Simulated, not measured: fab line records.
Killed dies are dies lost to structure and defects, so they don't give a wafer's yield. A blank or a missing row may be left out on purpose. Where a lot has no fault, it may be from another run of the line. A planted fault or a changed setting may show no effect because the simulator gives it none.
Matching of chambers ; flow n5-finfet ; 4 sister chambers for N5_BEOL_M13_ETCH_59 on rie-diel-01
The step etches BARC in N2/H2, target depth 89 nm, overetch 26.7 nm, time 67.9 s. 14 wafers are shown with their chamber, then 7 later ones without.

== WAFERS, EACH WITH ITS CHAMBER ==
wafer;chamber;drypump-motor-current-A (A);showerhead-plenum-p-Torr (Torr);oes-product-au (a.u.)
L078.2;2;6.2;2.57;0.69
L078.4;1;5.6;2.55;0.63
L078.6;0;5.0;2.42;0.61
L074.2;2;6.2;2.56;0.69
L074.4;0;5.0;2.42;0.60
L074.5;0;5.0;2.42;0.60
L086.2;2;6.2;2.56;0.68
L086.3;3;6.2;2.55;0.70
L086.4;0;5.0;2.41;0.60
L090.2;0;5.1;2.41;0.59
L090.5;1;5.6;2.54;0.62
L090.6;2;6.1;2.56;0.68
L089.2;1;5.6;2.54;0.62
L089.4;0;5.0;2.41;0.59

SIGNATURES (averages over the wafers above)
reading;chamber 0;chamber 1;chamber 2;chamber 3;scatter within a chamber
drypump-motor-current-A;5.017;5.600;6.175;6.200;0.0398
showerhead-plenum-p-Torr;2.4150;2.5433;2.5625;2.5500;0.0054
oes-product-au;0.5983;0.6233;0.6850;0.7000;0.00671
Rule: distance of a wafer from a chamber = root of the sum over the readings of ((wafer's reading minus chamber's mean) / reading's scatter) squared. The wafer belongs to the nearest chamber; if the next one is less than 2 further off, it can't be placed. The scatter: the root of (the sum of the squares of (reading less its chamber's mean) over the shown wafers, divided by (wafers less chambers)).

== WAFERS MISSING THEIR CHAMBER ==
wafer;drypump-motor-current-A (A);showerhead-plenum-p-Torr (Torr);oes-product-au (a.u.)
L089.5;5.0;2.41;0.59
L095.4;5.6;2.53;0.61
L095.5;5.0;2.41;0.59
L095.6;5.6;2.53;0.62
L097.1;6.2;2.54;0.68
L097.4;5.0;2.40;0.59
L097.6;6.2;2.55;0.66

== EACH ONE'S CHAMBER ==
wafer;from the rows above;in truth
L089.5;0;0
L095.4;1;1
L095.5;0;0
L095.6;1;1
L097.1;can't be placed: 3 or 2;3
L097.4;0;0
L097.6;can't be placed: 2 or 3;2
Correctly placed: 5 of 7. From these rows, 2 cannot be placed; in 2 the true chamber is one of the candidates. Number placed wrongly: 0.
